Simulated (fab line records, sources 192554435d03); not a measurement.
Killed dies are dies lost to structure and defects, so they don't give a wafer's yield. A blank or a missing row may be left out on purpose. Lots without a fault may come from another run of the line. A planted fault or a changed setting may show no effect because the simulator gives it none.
fab line records | flow n5_finfet
record lots=5 wafers=15 last_day=16
route steps=1938 shown BEOL_M15@1804
lots that met no fault: from a run of the same line without faults
start_h: hours from the record's first day to the start of the lot's first wafer shown | wait_h: hours since the lot's step before | " the same as in the row above | L1.1+2: a row that stands for several wafers | - no value, or no start given | * or withheld: withheld | < > ~ a bound
route shown NAME@n: a module of which the file shows steps, and the number in the route of the first | usual: mean/standard deviation of fault-free wafers | same: alike in all rows | chamber/n: place in a boat | sites: the reading at each site | _std_site: their standard deviation | _edge_site: outer sites' mean less inner sites' | radius_mm: how far each site lies from the wafer's centre | mask NAME#n: copy n | behind: the tool/chamber that last shaped the wafer | hold: why the lot was held/for how many hours/how that ended | device: the transistor (n, p or np) that didn't switch | end of line: the same wafers' tests at the end of the route | a step without rows: its recipe alone | killed: dies lost to structure and defects at the first sort, not the wafer's yield | map: a wafer's dies, x killed, . not, _ none there
set.NAME: the setting as run; set.NAME@STEP: as run at that earlier step | model.NAME: the simulator's own value behind a step, which no gauge read
lots at some steps of the route; a table a step, a row a wafer
services: from which hour (start_h, from the record's first day; less than 0 if before it) a tool's chamber was out of use, for how many hours, and why
## steps
# step N5_BEOL_M15_CD_MEAS_28
# recipe target_cd_nm=407.6 landing_energy_ev=500 detector=se_inlens
# usual cd_nm=407.5/1.9
# columns lot.wafer tool chamber start_h wait_h cd_nm
L074.1 cd_sem-02 0 266.11 - 407.7
L074.3 " 0 " " 404.8
L074.4 " 0 " " 401.8
L077.2 cd_sem-01 0 290.77 - 409.7
L077.4 " 0 " " 407.0
L077.5 " 0 " " 407.2
L080.1 cd_sem-02 0 292.69 - 409.2
L080.2 " 0 " " 405.6
L080.6 " 0 " " 404.9
L078.3 cd_sem-02 0 293.29 - 408.3
L078.4 " 0 " " 406.5
L078.5 " 0 " " 407.2
L086.1 cd_sem-01 0 352.26 - 407.1
L086.2 " 0 " " 405.5
L086.4 " 0 " " 409.1
# step N5_BEOL_M15_OVL_MEAS_29
# recipe points_per_wafer=44
# usual M15_OVL=-3/6.1
# columns lot.wafer tool chamber start_h wait_h M15_OVL[nm]
L074.1 overlay-02 0 266.14 0.0 -1
L074.3 " 0 " " 0
L074.4 " 0 " " 3
L077.2 overlay-01 0 290.79 0.0 -10
L077.4 " 0 " " -5
L077.5 " 0 " " -12
L080.1 overlay-01 0 292.72 0.0 -5
L080.2 " 0 " " 3
L080.6 " 0 " " -2
L078.3 overlay-01 0 293.31 0.0 -2
L078.4 " 0 " " -11
L078.5 " 0 " " -4
L086.1 overlay-01 0 352.29 0.0 -3
L086.2 " 0 " " -5
L086.4 " 0 " " -2
# step N5_BEOL_M15_INSPECT_30
# recipe mode=adi inspect_instrument=macro
# usual raw_defect_count=2.0/1.5
# columns lot.wafer tool chamber start_h wait_h raw_defect_count
L074.1 defect_inspect-02 - 266.16 0.0 0
L074.3 " - " " 4
L074.4 " - " " 3
L077.2 defect_inspect-02 - 290.82 0.0 0
L077.4 " - " " 1
L077.5 " - " " 1
L080.1 defect_inspect-01 - 292.74 0.0 2
L080.2 " - " " 1
L080.6 " - " " 1
L078.3 defect_inspect-02 - 293.34 0.0 3
L078.4 " - " " 3
L078.5 " - " " 1
L086.1 defect_inspect-01 - 352.31 0.0 2
L086.2 " - " " 3
L086.4 " - " " 6
# step N5_BEOL_M15_DESCUM_33
# recipe chemistry=O2 time_s=7.9 source_power_w=50 bias_power_w=20 pressure_mtorr=20 rf_frequency_hz=2.712e+07 temp_c=40 o2_flow_sccm=225
# usual drypump_motor_current_A=5.7/0.61 oes_product_au=0.82/0.098 rf_vpp_V=242.8/1.3 showerhead_plenum_p_Torr=2.07/0.068 throttle_valve_pct=20.30/0.28
# same time_s=7.9
# columns lot.wafer tool chamber start_h wait_h drypump_motor_current_A oes_product_au rf_hours_counter_h rf_vpp_V showerhead_plenum_p_Torr throttle_valve_pct
L074.1 rie_diel-02 1 266.20 0.0 6.6 0.67 228 243.6 2.16 20.68
L074.3 " 3 " " 6.6 0.85 73 242.3 2.03 19.96
L074.4 " 0 " " 5.8 0.68 247 243.9 2.16 21.14
L077.2 rie_diel-04 1 291.09 0.3 5.3 0.80 117 242.3 2.02 20.09
L077.4 " 2 " " 5.1 0.72 182 242.6 2.10 20.20
L077.5 " 1 " " 5.3 0.79 - 242.1 2.02 20.09
L080.1 rie_diel-03 0 292.78 0.0 5.1 0.96 6 240.7 2.06 20.46
L080.2 " 3 " " 5.8 0.76 128 241.2 2.10 20.21
L080.6 " 0 " " 5.1 0.97 - 243.6 2.06 20.47
L078.3 rie_diel-02 2 293.37 0.0 4.7 0.88 39 243.6 2.14 20.35
L078.4 " 1 " " 6.6 0.66 240 243.7 2.15 20.69
L078.5 " 2 " " 4.7 0.87 - 243.0 2.13 20.36
L086.1 rie_diel-02 1 352.35 0.0 6.6 0.98 2 243.1 2.15 20.41
L086.2 " 0 " " 5.7 0.92 20 245.5 2.15 20.73
L086.4 " 2 " " 4.7 0.85 55 244.6 2.13 20.37
# step N5_BEOL_M15_ETCH_61
# recipe chemistry=N2/H2 target=BARC target_depth_a=890 overetch_a=267 time_s=67.9 ion_energy_ev=200 pressure_mtorr=30 source_w=840 bias_w=150 n2_flow_sccm=200 h2_flow_sccm=200
# usual drypump_motor_current_A=5.8/0.61 oes_product_au=0.70/0.078 rf_vpp_V=523.2/2.3 showerhead_plenum_p_Torr=2.51/0.08 throttle_valve_pct=17.75/0.26
# same time_s=67.9
# columns lot.wafer tool chamber start_h wait_h drypump_motor_current_A oes_product_au rf_hours_counter_h rf_vpp_V showerhead_plenum_p_Torr throttle_valve_pct
L074.1 rie_diel-02 1 266.24 0.0 6.6 0.58 228 525.7 2.63 18.19
L074.3 " 3 " " 6.6 0.72 73 521.8 2.45 17.38
L074.4 " 0 " " 5.7 0.59 247 526.8 2.62 18.59
L077.2 rie_diel-04 1 291.13 0.0 5.3 0.69 117 522.9 2.45 17.64
L077.4 " 2 " " 5.2 0.63 182 523.0 2.52 17.64
L077.5 " 1 " " 5.3 0.69 - 521.5 2.45 17.64
L080.1 rie_diel-03 0 292.81 0.0 5.1 0.81 6 523.2 2.49 17.77
L080.2 " 3 " " 5.8 0.64 128 522.6 2.57 17.81
L080.6 " 0 " " 5.1 0.80 - 522.7 2.49 17.78
L078.3 rie_diel-02 2 293.41 0.0 4.6 0.74 39 525.5 2.58 17.72
L078.4 " 1 " " 6.6 0.58 240 525.1 2.62 18.21
L078.5 " 2 " " 4.7 0.74 - 526.8 2.58 17.71
L086.1 rie_diel-02 1 352.38 0.0 6.6 0.82 2 526.1 2.62 17.86
L086.2 " 0 " " 5.7 0.78 20 525.1 2.61 18.14
L086.4 " 2 " " 4.6 0.71 55 524.9 2.58 17.76
# step N5_BEOL_M15_TRENCH_ETCH_34
# recipe chemistry=C4F8/O2/Ar target=SiO2 target_depth_a=8729.3 he_inner_torr=15 he_outer_torr=30 time_s=199 ion_energy_ev=800 pressure_mtorr=20 source_w=1905 bias_w=2040 Ar_flow_sccm=400 C4F8_flow_sccm=16 O2_flow_sccm=12
# usual O2_flow_sccm=12.00/0.039 drypump_motor_current_A=5.7/0.61 mfc_ar_sccm=399.9/1.2 oes_product_au=0.82/0.098 rf_vpp_V=2226/35 showerhead_plenum_p_Torr=3.40/0.1 throttle_valve_pct=30.8/0.3
# same time_s=199
# columns lot.wafer tool chamber start_h wait_h O2_flow_sccm drypump_motor_current_A mfc_ar_sccm oes_product_au rf_hours_counter_h rf_vpp_V showerhead_plenum_p_Torr throttle_valve_pct
L074.1 rie_diel-02 1 266.29 0.0 11.97 6.6 400.2 0.67 228 2249 3.51 30.9
L074.3 " 3 " " 12.05 6.6 401.2 0.84 73 2242 3.37 30.6
L074.4 " 0 " " 12.04 5.8 402.2 0.68 247 2154 3.52 31.5
L077.2 rie_diel-04 1 291.18 0.0 11.98 5.3 401.8 0.80 117 2268 3.30 30.4
L077.4 " 2 " " 11.96 5.2 399.1 0.72 182 2227 3.42 30.5
L077.5 " 1 " " 12.06 5.3 400.3 0.80 - 2269 3.30 30.3
L080.1 rie_diel-03 0 292.86 0.0 11.93 5.1 400.4 0.94 6 2230 3.41 31.3
L080.2 " 3 " " 12.07 5.8 401.6 0.75 128 2228 3.45 30.6
L080.6 " 0 " " 12.04 5.1 399.4 0.95 - 2232 3.41 31.3
L078.3 rie_diel-02 2 293.46 0.0 12.02 4.7 399.3 0.87 39 2220 3.53 31.1
L078.4 " 1 " " 12.01 6.6 399.3 0.67 240 2250 3.50 30.9
L078.5 " 2 " " 11.98 4.7 401.8 0.87 - 2221 3.53 31.1
L086.1 rie_diel-02 1 352.44 0.0 12.01 6.6 400.8 0.98 2 2248 3.50 30.8
L086.2 " 0 " " 11.97 5.7 400.4 0.92 20 2154 3.51 31.2
L086.4 " 2 " " 11.99 4.6 399.3 0.86 55 2219 3.52 31.1
# step N5_BEOL_M15_STRIP_36
# recipe chemistry=O2 power_w=600 temp_c=60 pressure_mtorr=30 rf_frequency_hz=6e+07 bias_power_w=0 overash_fraction=0.3 o2_flow_sccm=225
# usual drypump_motor_current_A=5.8/0.59 oes_product_au=0.81/0.096 rf_vpp_V=3.6/0.97 showerhead_plenum_p_Torr=2.07/0.071 throttle_valve_pct=16.56/0.25
# columns lot.wafer tool chamber start_h wait_h drypump_motor_current_A oes_product_au rf_hours_counter_h rf_vpp_V showerhead_plenum_p_Torr throttle_valve_pct
L074.1 rie_diel-04 1 277.08 10.6 5.3 0.80 113 4.9 2.02 16.37
L074.3 " 3 " " 6.3 0.70 231 5.5 2.05 16.58
L074.4 " 0 " " 5.9 0.71 159 2.0 1.92 16.71
L077.2 rie_diel-04 2 291.40 0.0 5.2 0.71 182 3.8 2.10 16.45
L077.4 " 3 " " 6.2 0.70 236 4.3 2.04 16.59
L077.5 " 3 " " 6.2 0.70 - 3.4 2.04 16.56
L078.3 rie_diel-03 3 295.91 2.3 5.8 0.76 129 5.2 2.10 16.49
L078.4 " 2 " " 5.6 0.70 237 2.9 2.09 17.14
L078.5 " 2 " " 5.6 0.71 - 2.9 2.09 17.09
L080.1 rie_diel-04 2 296.38 3.3 5.2 0.71 184 2.4 2.10 16.48
L080.2 " 1 " " 5.3 0.78 118 2.9 2.02 16.37
L080.6 " 1 " " 5.3 0.80 - 4.6 2.02 16.36
L086.1 rie_diel-02 1 355.47 2.8 6.6 0.98 3 4.2 2.15 16.56
L086.2 " 3 " " 6.6 0.82 103 4.5 2.02 16.29
L086.4 " 0 " " 5.7 0.92 22 4.5 2.15 16.90
# step N5_BEOL_M15_STRIP_62
# recipe chemistry=O2 power_w=600 temp_c=60 pressure_mtorr=30 rf_frequency_hz=6e+07 bias_power_w=0 overash_fraction=0.3 o2_flow_sccm=225
# usual drypump_motor_current_A=5.8/0.59 oes_product_au=0.81/0.095 rf_vpp_V=3.7/0.45 showerhead_plenum_p_Torr=2.07/0.071 throttle_valve_pct=16.56/0.26
# columns lot.wafer tool chamber start_h wait_h drypump_motor_current_A oes_product_au rf_hours_counter_h rf_vpp_V showerhead_plenum_p_Torr throttle_valve_pct
L074.1 rie_diel-04 1 - - 5.3 0.81 113 4.1 2.02 16.36
L074.3 " 3 " " 6.2 0.71 231 5.0 2.05 16.57
L074.4 " 0 " " 5.9 0.73 159 3.2 1.92 16.69
L077.2 rie_diel-04 2 - - 5.2 0.72 182 3.4 2.10 16.47
L077.4 " 3 " " 6.2 0.72 236 3.5 2.04 16.59
L077.5 " 3 " " 6.3 0.70 - 3.8 2.04 16.57
L078.3 rie_diel-03 3 - - 5.8 0.75 129 4.3 2.10 16.46
L078.4 " 2 " " 5.6 0.71 237 3.6 2.09 17.12
L078.5 " 2 " " 5.6 0.71 - 3.9 2.09 17.12
L080.1 rie_diel-04 2 - - 5.1 0.72 184 3.4 2.10 16.47
L080.2 " 1 " " 5.3 0.79 118 4.4 2.02 16.37
L080.6 " 1 " " 5.3 0.79 - 4.4 2.02 16.35
L086.1 rie_diel-02 1 - - 6.6 0.96 3 3.4 2.15 16.59
L086.2 " 3 " " 6.6 0.81 103 3.4 2.02 16.28
L086.4 " 0 " " 5.8 0.91 22 3.1 2.16 16.91
# step N5_BEOL_M15_STRIP_37
# recipe chemistry=O2 power_w=600 temp_c=60 pressure_mtorr=30 rf_frequency_hz=6e+07 bias_power_w=0 overash_fraction=0.3 o2_flow_sccm=225
# usual drypump_motor_current_A=5.8/0.59 oes_product_au=0.81/0.096 rf_vpp_V=3.7/0.65 showerhead_plenum_p_Torr=2.07/0.071 throttle_valve_pct=16.56/0.25
# columns lot.wafer tool chamber start_h wait_h drypump_motor_current_A oes_product_au rf_hours_counter_h rf_vpp_V showerhead_plenum_p_Torr throttle_valve_pct
L074.1 rie_diel-04 1 - - 5.3 0.79 113 4.6 2.02 16.36
L074.3 " 3 " " 6.2 0.70 231 3.6 2.05 16.57
L074.4 " 0 " " 5.9 0.71 160 2.8 1.92 16.71
L077.2 rie_diel-04 2 - - 5.2 0.71 182 3.8 2.10 16.45
L077.4 " 3 " " 6.2 0.70 236 2.7 2.04 16.57
L077.5 " 3 " " 6.3 0.70 - 3.1 2.04 16.60
L078.3 rie_diel-03 3 - - 5.8 0.75 129 3.1 2.10 16.48
L078.4 " 2 " " 5.6 0.70 237 4.0 2.09 17.12
L078.5 " 2 " " 5.6 0.71 - 3.0 2.09 17.11
L080.1 rie_diel-04 2 - - 5.2 0.71 184 3.8 2.10 16.48
L080.2 " 1 " " 5.3 0.80 118 3.8 2.02 16.35
L080.6 " 1 " " 5.3 0.79 - 3.9 2.02 16.36
L086.1 rie_diel-02 1 - - 6.6 0.96 3 4.3 2.15 16.57
L086.2 " 3 " " 6.6 0.81 103 4.3 2.02 16.30
L086.4 " 0 " " 5.8 0.92 22 4.1 2.16 16.89
# step N5_BEOL_M15_ETCH_38
# recipe chemistry=CF4/N2 target=SiCN target_depth_a=1064 taper_deg=2 time_s=120.5 ion_energy_ev=150 mask_material=SiO2 pressure_mtorr=40 source_w=430 bias_w=70 Ar_flow_sccm=100 cf4_flow_sccm=60 n2_flow_sccm=60
# usual drypump_motor_current_A=5.8/0.59 mfc_ar_sccm=100.0/0.32 oes_product_au=0.81/0.094 rf_vpp_V=381.7/1.9 showerhead_plenum_p_Torr=2.18/0.07 throttle_valve_pct=15.33/0.24
# same time_s=120.5
# columns lot.wafer tool chamber start_h wait_h drypump_motor_current_A mfc_ar_sccm oes_product_au rf_hours_counter_h rf_vpp_V showerhead_plenum_p_Torr throttle_valve_pct
L074.1 rie_diel-04 1 - - 5.3 100.0 0.80 113 380.8 2.12 15.09
L074.3 " 3 " " 6.3 100.2 0.70 231 382.8 2.18 15.51
L074.4 " 0 " " 5.9 100.2 0.73 160 377.8 2.03 15.48
L077.2 rie_diel-04 2 - - 5.1 99.9 0.71 182 382.6 2.19 15.13
L077.4 " 3 " " 6.2 100.3 0.70 236 381.2 2.18 15.52
L077.5 " 3 " " 6.2 100.0 0.70 - 382.2 2.18 15.51
L078.3 rie_diel-03 3 - - 5.8 99.6 0.74 129 383.3 2.22 15.27
L078.4 " 2 " " 5.6 100.0 0.71 237 380.1 2.17 15.72
L078.5 " 2 " " 5.6 99.7 0.70 - 380.6 2.17 15.73
L080.1 rie_diel-04 2 - - 5.2 99.4 0.72 184 382.1 2.19 15.17
L080.2 " 1 " " 5.3 100.2 0.80 118 380.1 2.12 15.11
L080.6 " 1 " " 5.3 100.3 0.79 - 381.3 2.12 15.11
L086.1 rie_diel-02 1 - - 6.6 100.1 0.97 3 383.4 2.25 15.29
L086.2 " 3 " " 6.6 99.9 0.81 103 381.4 2.14 15.10
L086.4 " 0 " " 5.7 100.4 0.91 22 382.1 2.26 15.63
# step N5_BEOL_M15_PRECLEAN_39
# recipe chemistry=residue_remover time_s=60 temp_c=40
# same time_s=60
# columns lot.wafer tool chamber start_h wait_h
L074.1+3+4 wet_bench-05 7,5,6 277.36 -
L077.2+4+5 wet_bench-03 2,4,7 291.68 -
L078.3+4+5 wet_bench-06 6,2,3 296.19 -
L080.1+2+6 wet_bench-03 0,1,4 296.66 -
L086.1+2+4 wet_bench-06 7,5,2 355.74 -
# step N5_BEOL_M15_SRD_40
# recipe time_s=30 temp_c=23 rinse_liquid=diw dry=n2_spin spin_rpm=1500 dry_time_s=30
# same time_s=30
# columns lot.wafer tool chamber start_h wait_h
L074.1+3+4 wet_bench-05 7,5,6 277.38 0.0
L077.2+4+5 wet_bench-03 2,4,7 291.70 0.0
L078.3+4+5 wet_bench-06 6,2,3 296.21 0.0
L080.1+2+6 wet_bench-03 0,1,4 296.67 0.0
L086.1+2+4 wet_bench-06 7,5,2 355.76 0.0
# step N5_BEOL_M15_DEGAS_41
# recipe ambient=vacuum temp_c=300 time_s=60
# usual heater_power_w=462/35
# same time_s=60
# columns lot.wafer tool chamber start_h wait_h heater_power_w
L074.1 pvd_sputter-02 - 277.51 0.1 469
L074.3 " - " " 467
L074.4 " - " " 454
L077.2 pvd_sputter-03 - 291.86 0.1 449
L077.4 " - " " 420
L077.5 " - " " 430
L078.3 pvd_sputter-02 - 296.39 0.2 473
L078.4 " - " " 525
L078.5 " - " " 466
L080.1 pvd_sputter-01 - 296.87 0.2 462
L080.2 " - " " 446
L080.6 " - " " 462
L086.1 pvd_sputter-02 - 356.09 0.3 535
L086.2 " - " " 460
L086.4 " - " " 461
# step N5_BEOL_M15_PRE_CLEAN_42
# recipe gas=H2/He time_s=30 temp_c=300
# usual heater_power_w=463/36
# same time_s=30
# columns lot.wafer tool chamber start_h wait_h heater_power_w
L074.1 pvd_sputter-02 - 277.55 0.0 492
L074.3 " - " " 463
L074.4 " - " " 462
L077.2 pvd_sputter-03 - 291.90 0.0 448
L077.4 " - " " 411
L077.5 " - " " 435
L078.3 pvd_sputter-02 - 296.43 0.0 463
L078.4 " - " " 523
L078.5 " - " " 466
L080.1 pvd_sputter-01 - 296.91 0.0 455
L080.2 " - " " 447
L080.6 " - " " 467
L086.1 pvd_sputter-02 - 356.13 0.0 533
L086.2 " - " " 464
L086.4 " - " " 471
# step N5_BEOL_M15_SPUTTER_43
# recipe material=TaN target_thk_a=150 temp_c=50 bias_v=168.6 power_w=15000 chamber_pressure_pa=0.12 time_s=24.19
# usual cathode_dc_power_W=15000/2.4 chamber_pressure_pa=0.11998/0.00023 throttle_valve_pct=29.9/0.88
# same time_s=24.19
# columns lot.wafer tool chamber start_h wait_h cathode_dc_power_W chamber_pressure_pa throttle_valve_pct
L074.1 pvd_sputter-02 - 277.59 0.0 15000 0.11987 29.1
L074.3 " - " " 15001 0.12003 29.5
L074.4 " - " " 15001 0.11994 29.4
L078.3 pvd_sputter-02 - 296.47 0.0 14997 0.11991 29.9
L078.4 " - " " 15005 0.12013 31.0
L078.5 " - " " 14999 0.11977 29.7
L080.1 pvd_sputter-01 - 296.95 0.0 15003 0.12002 29.5
L080.2 " - " " 14999 0.12031 30.4
L080.6 " - " " 15000 0.11946 29.6
L077.2 pvd_sputter-03 - 299.76 7.8 15004 0.12065 30.0
L077.4 " - " " 14999 0.12042 30.9
L077.5 " - " " 15002 0.12031 30.6
L086.1 pvd_sputter-02 - 356.17 0.0 15000 0.11991 30.9
L086.2 " - " " 15000 0.11994 29.8
L086.4 " - " " 14999 0.12008 29.6
# step N5_BEOL_M15_SPUTTER_44
# recipe material=Ta target_thk_a=150 temp_c=50 bias_v=80 power_w=15000 chamber_pressure_pa=0.07 time_s=24.19
# usual cathode_dc_power_W=15000/3.1 chamber_pressure_pa=0.07001/0.00012 throttle_valve_pct=30.0/0.88
# same time_s=24.19
# columns lot.wafer tool chamber start_h wait_h cathode_dc_power_W chamber_pressure_pa throttle_valve_pct
L074.1 pvd_sputter-02 - 277.67 0.0 15001 0.06979 29.0
L074.3 " - " " 15000 0.0701 29.9
L074.4 " - " " 15002 0.07004 29.6
L078.3 pvd_sputter-02 - 296.55 0.0 15002 0.07014 29.8
L078.4 " - " " 15004 0.06986 30.8
L078.5 " - " " 15002 0.07028 29.9
L080.1 pvd_sputter-01 - 297.03 0.0 14999 0.07014 29.5
L080.2 " - " " 15003 0.06969 30.3
L080.6 " - " " 15001 0.07014 29.3
L077.2 pvd_sputter-03 - 299.84 0.0 14997 0.07014 30.2
L077.4 " - " " 14998 0.06991 31.1
L077.5 " - " " 14999 0.06997 30.5
L086.1 pvd_sputter-02 - 356.25 0.0 15004 0.07023 31.0
L086.2 " - " " 15001 0.07024 29.8
L086.4 " - " " 14998 0.0701 29.3
# step N5_BEOL_M15_SPUTTER_45
# recipe material=Cu target_thk_a=1000 temp_c=-20 bias_v=60 power_w=26000 chamber_pressure_pa=0.13 time_s=16.67
# usual cathode_dc_power_W=26000/5 chamber_pressure_pa=0.13001/0.00024 chuck_gas_flow_sccm=1.26/0.052 throttle_valve_pct=29.9/0.88
# same time_s=16.67
# columns lot.wafer tool chamber start_h wait_h cathode_dc_power_W chamber_pressure_pa chuck_gas_flow_sccm throttle_valve_pct
L074.1 pvd_sputter-02 - 277.75 0.0 25997 0.13011 1.25 29.2
L074.3 " - " " 25998 0.13005 1.37 29.8
L074.4 " - " " 25997 0.12973 1.32 29.8
L078.3 pvd_sputter-02 - 296.63 0.0 26000 0.12977 1.30 29.7
L078.4 " - " " 26008 0.12975 1.28 30.6
L078.5 " - " " 25996 0.13003 1.29 29.8
L080.1 pvd_sputter-01 - 297.11 0.0 25995 0.12984 1.27 29.8
L080.2 " - " " 26004 0.13026 1.27 30.3
L080.6 " - " " 25997 0.13016 1.28 29.5
L077.2 pvd_sputter-03 - 299.92 0.0 26004 0.13035 1.29 29.9
L077.4 " - " " 26006 0.12985 1.16 30.8
L077.5 " - " " 25996 0.13018 1.26 30.4
L086.1 pvd_sputter-02 - 356.33 0.0 26001 0.13011 1.38 30.9
L086.2 " - " " 26004 0.12977 1.28 29.7
L086.4 " - " " 25992 0.12946 1.23 29.4
# step N5_BEOL_M15_ECD_47
# recipe material=Cu target_thk_a=18600
# columns lot.wafer tool chamber start_h wait_h
L074.1+3+4 ecd_cu-02 1,0,1 277.87 0.1
L078.3+4+5 ecd_cu-02 1,0,0 296.82 0.2
L080.1+2+6 ecd_cu-02 0,1,1 297.23 0.1
L077.2+4+5 ecd_cu-01 0 300.04 0.1
L086.1+2+4 ecd_cu-01 1,0,1 356.44 0.1
# step N5_BEOL_M15_ANNEAL_48
# recipe temp_c=225 time_s=90 ambient=N2
# usual wafer_temp_C_max=226.1/0.36
# same time_s=90
# columns lot.wafer tool chamber start_h wait_h wafer_temp_C_max
L074.1 rtp_anneal-01 0 279.81 1.9 226.0
L074.3 " 0 " " 225.9
L074.4 " 0 " " 226.2
L078.3 rtp_anneal-01 0 299.82 2.9 226.3
L078.4 " 0 " " 226.2
L078.5 " 0 " " 226.0
L080.1 rtp_anneal-01 0 301.17 3.9 226.3
L080.2 " 0 " " 226.1
L080.6 " 0 " " 225.8
L077.2 rtp_anneal-01 0 302.56 2.4 225.6
L077.4 " 0 " " 226.0
L077.5 " 0 " " 225.9
L086.1 rtp_anneal-01 0 357.82 1.3 225.7
L086.2 " 0 " " 225.8
L086.4 " 0 " " 225.5
# step N5_BEOL_M15_CMP_49
# recipe stop_on=SiO2 t_overpolish_s=4.9 down_force_psi=2 platen_rpm=80 clearing_platen_down_force_psi=2 clearing_platen_rpm=80 post_cmp_clean=cu_alkaline target_thk_nm=850 clearing_platen_pad_velocity_m_s=1.5917 pad_velocity_m_s=1.5917
# usual barrier_field_endpoint_s=11.3/0.31 head_pressure_psi=2.000/0.0043 motor_current_A=8.3/0.87 overpolish_run_s=4.900/0.0096
# columns lot.wafer tool chamber start_h wait_h barrier_field_endpoint_s head_pressure_psi motor_current_A overpolish_run_s
L074.3 cmp-04 0 280.11 0.2 11.0 1.996 8.8 4.900
L074.1 " 2 " " 11.1 2.002 8.4 4.904
L074.4 " 3 " " 11.1 2.004 9.3 4.899
L078.4 cmp-01 2 300.06 0.2 10.8 1.998 8.7 4.908
L078.3 " 0 " " 11.5 1.998 6.8 4.897
L078.5 " 1 " " 10.9 2.000 8.7 4.901
L080.2 cmp-04 3 301.50 0.2 11.9 1.997 9.3 4.920
L080.1 " 1 " " 11.5 2.002 7.4 4.899
L080.6 " 2 " " 11.4 1.998 9.0 4.903
L077.4 cmp-04 2 302.82 0.1 11.1 2.000 8.3 4.909
L077.2 " 0 " " 11.6 2.005 8.7 4.894
L077.5 " 3 " " 11.7 1.996 9.4 4.893
L086.4 cmp-01 0 358.12 0.1 11.1 2.004 6.9 4.908
L086.2 " 1 " " 10.8 2.004 8.6 4.897
L086.1 " 3 " " 10.9 1.996 8.9 4.922
# step N5_BEOL_M15_THK_MEAS_50
# recipe thk_meas_gauge=xrf reads=Cu_of_BEOL_M15_ECD_47
# usual M15_THK=860/18
# columns lot.wafer tool chamber start_h wait_h M15_THK[nm]
L074.1 film_metro-01 - 280.40 - 846
L074.3 " - " " 893
L074.4 " - " " 843
L078.3 film_metro-02 - 300.32 - 870
L078.4 " - " " 827
L078.5 " - " " 870
L080.1 film_metro-02 - 301.76 - 858
L080.2 " - " " 850
L080.6 " - " " 862
L077.2 film_metro-02 - 303.11 - 858
L077.4 " - " " 825
L077.5 " - " " 854
L086.1 film_metro-02 - 358.41 - 867
L086.2 " - " " 854
L086.4 " - " " 877
# step N5_BEOL_M15_PRE_CLEAN_52
# recipe gas=NH3 time_s=15 temp_c=withheld rf_power_w=300
# same time_s=15
# columns lot.wafer tool chamber start_h wait_h
L074.1+3+4 pecvd-01 2,1,1 280.44 0.0
L078.3+4+5 pecvd-01 0,2,1 300.36 0.0
L080.1+2+6 pecvd-01 0,2,2 301.80 0.0
L077.2+4+5 pecvd-03 2,2,0 303.15 0.0
L086.1+2+4 pecvd-04 1,0,1 358.45 0.0
# step N5_BEOL_M15_DEP_53
# recipe material=SiCN target_thk_a=500 temp_c=withheld precursor=3MS/NH3 pressure_torr=3 rf_w=675 time_s=17.8
# usual showerhead_plenum_p_Torr=4.158/0.017 throttle_valve_pct=18.1/1.1
# same time_s=17.8
# columns lot.wafer tool chamber start_h wait_h showerhead_plenum_p_Torr throttle_valve_pct
L074.1 pecvd-01 2 280.46 0.0 4.143 17.4
L074.3 " 1 " " 4.163 20.3
L074.4 " 1 " " 4.159 20.4
L078.3 pecvd-01 0 300.38 0.0 4.154 18.4
L078.4 " 2 " " 4.140 17.3
L078.5 " 1 " " 4.164 20.2
L080.1 pecvd-01 0 301.82 0.0 4.158 17.9
L080.2 " 2 " " 4.141 17.6
L080.6 " 2 " " 4.134 17.5
L077.2 pecvd-03 2 303.17 0.0 4.157 17.3
L077.4 " 2 " " 4.161 16.8
L077.5 " 0 " " 4.182 17.8
L086.1 pecvd-04 1 358.47 0.0 4.130 17.2
L086.2 " 0 " " 4.172 18.0
L086.4 " 1 " " 4.142 17.0
# step N5_BEOL_M15_RS_MEAS_54
# recipe thk_meas_gauge=four-point-probe reads=Cu_of_BEOL_M15_ECD_47+Ta_of_BEOL_M15_SPUTTER_44+TaN_of_BEOL_M15_SPUTTER_43
# usual M15_RS=0.0216/0.00042
# columns lot.wafer tool chamber start_h wait_h M15_RS[ohm/sq]
L074.1 film_metro-01 - 280.53 0.0 0.0221
L074.3 " - " " 0.0209
L074.4 " - " " 0.0223
L078.3 film_metro-02 - 300.45 0.1 0.0211
L078.4 " - " " 0.0223
L078.5 " - " " 0.0211
L080.1 film_metro-01 - 301.89 0.0 0.0214
L080.2 " - " " 0.0217
L080.6 " - " " 0.0213
L077.2 film_metro-01 - 303.24 0.1 0.0218
L077.4 " - " " 0.0225
L077.5 " - " " 0.0218
L086.1 film_metro-02 - 358.54 0.0 0.0212
L086.2 " - " " 0.0215
L086.4 " - " " 0.0210
# step N5_BEOL_M15_INSPECT_55
# recipe inspect_instrument=darkfield mode=post_dep
# usual raw_defect_count=69/20
# columns lot.wafer tool chamber start_h wait_h raw_defect_count
L074.1 defect_inspect-01 - 280.56 0.0 39
L074.3 " - " " 57
L074.4 " - " " 83
L078.3 defect_inspect-02 - 300.48 0.0 77
L078.4 " - " " 50
L078.5 " - " " 78
L080.1 defect_inspect-02 - 301.91 0.0 45
L080.2 " - " " 35
L080.6 " - " " 58
L077.2 defect_inspect-01 - 303.27 0.0 57
L077.4 " - " " 46
L077.5 " - " " 63
L086.1 defect_inspect-02 - 358.57 0.0 78
L086.2 " - " " 65
L086.4 " - " " 69
## services
# columns tool chamber start_h hours kind
cmp-01 - 263.32 4.0 pm
cmp-01 - 271.26 0.5 repair
rie_diel-03 - 271.55 14.6 pm
cmp-01 - 273.23 6.1 pm
rie_diel-02 0 274.53 - clean
rie_diel-02 0 274.53 - consumable_replace:focus_ring
rie_diel-02 0 274.53 14.8 scheduled_down
rie_diel-02 0 274.53 14.8 vent_cycle
ecd_cu-01 - 277.35 6.3 pm
wet_bench-05 - 283.21 4.3 repair
ecd_cu-01 - 307.02 1.2 repair
ecd_cu-02 - 312.19 6.6 repair
rie_diel-03 0 318.78 21.1 repair
rie_diel-04 0 319.25 5.6 repair
cmp-01 - 338.09 1.4 repair
rie_diel-04 3 338.66 - clean
rie_diel-04 3 338.66 - consumable_replace:focus_ring
rie_diel-04 3 338.66 15.6 scheduled_down
rie_diel-04 3 338.66 15.6 vent_cycle
cmp-04 - 339.24 4.0 pm
pecvd-03 1 341.51 5.2 repair
pecvd-04 - 343.24 1.7 repair
ecd_cu-02 - 350.94 2.0 repair
pvd_sputter-02 - 357.48 4.6 repair
## key
fault none
